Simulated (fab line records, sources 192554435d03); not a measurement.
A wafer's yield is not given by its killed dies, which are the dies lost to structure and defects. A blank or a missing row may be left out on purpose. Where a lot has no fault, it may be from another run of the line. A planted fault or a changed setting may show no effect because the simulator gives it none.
Matching of chambers | flow n5_finfet | N5_DUMMY_GATE_DESCUM_20 on rie_diel-02: 4 sister chambers
The step chemistry O2, time 6.2 s. 16 wafers are shown with their chamber, then 8 later ones without.

== WAFERS WITH THEIR CHAMBER ==
wafer  | chamber | drypump_motor_current_A (A) | throttle_valve_pct (%) | showerhead_plenum_p_Torr (Torr)
L074.1 | 3       | 6.8                         | 20.74                  | 2.05
L074.3 | 1       | 6.4                         | 20.01                  | 2.18
L074.5 | 1       | 6.4                         | 20.00                  | 2.18
L077.2 | 3       | 6.8                         | 20.75                  | 2.04
L077.4 | 0       | 5.4                         | 20.16                  | 2.13
L077.6 | 2       | 6.5                         | 20.30                  | 2.05
L082.1 | 1       | 6.4                         | 20.01                  | 2.18
L082.4 | 3       | 6.8                         | 20.77                  | 2.04
L082.6 | 3       | 6.8                         | 20.77                  | 2.04
L087.3 | 2       | 6.6                         | 20.32                  | 2.05
L087.4 | 0       | 5.4                         | 20.19                  | 2.13
L087.5 | 2       | 6.6                         | 20.31                  | 2.04
L089.1 | 1       | 6.4                         | 20.04                  | 2.17
L089.2 | 2       | 6.5                         | 20.32                  | 2.04
L089.4 | 3       | 6.8                         | 20.79                  | 2.04
L095.1 | 3       | 6.8                         | 20.78                  | 2.03

SIGNATURES, as means of the wafers listed above
reading                  | chamber 0 | chamber 1 | chamber 2 | chamber 3 | scatter within a chamber
drypump_motor_current_A  | 5.400     | 6.400     | 6.550     | 6.800     | 0.0289
throttle_valve_pct       | 20.1750   | 20.0150   | 20.3125   | 20.7667   | 0.0167
showerhead_plenum_p_Torr | 2.1300    | 2.1775    | 2.0450    | 2.0400    | 0.00559
Rule: a wafer's distance from a chamber is the root of the sum, over the readings, of the square of ((its reading less the chamber's mean) divided by the reading's scatter). If the next closest chamber is less than 2 further off than the closest, the wafer can't be placed; otherwise it belongs to the closest. The scatter: the root of (the sum of the squares of (reading less its chamber's mean) over the shown wafers, divided by (wafers less chambers)).

== WAFERS WHOSE CHAMBER IS MISSING ==
wafer  | drypump_motor_current_A (A) | throttle_valve_pct (%) | showerhead_plenum_p_Torr (Torr)
L095.3 | 5.4                         | 20.22                  | 2.12
L095.4 | 6.5                         | 20.33                  | 2.04
L096.1 | 6.6                         | 20.34                  | 2.04
L096.3 | 6.8                         | 20.80                  | 2.03
L096.4 | 5.4                         | 20.22                  | 2.12
L097.1 | 5.4                         | 20.21                  | 2.12
L097.3 | 6.5                         | 20.33                  | 2.04
L097.6 | 5.3                         | 20.22                  | 2.12

== WHICH CHAMBER EACH ONE RAN IN ==
wafer  | from the rows above | in truth
L095.3 | 0                   | 0
L095.4 | 2                   | 2
L096.1 | 2                   | 2
L096.3 | 3                   | 3
L096.4 | 0                   | 0
L097.1 | 0                   | 0
L097.3 | 2                   | 2
L097.6 | 0                   | 0
Placed correctly: 8 of 8. Not placeable from these rows: 0. Number placed wrongly: 0.
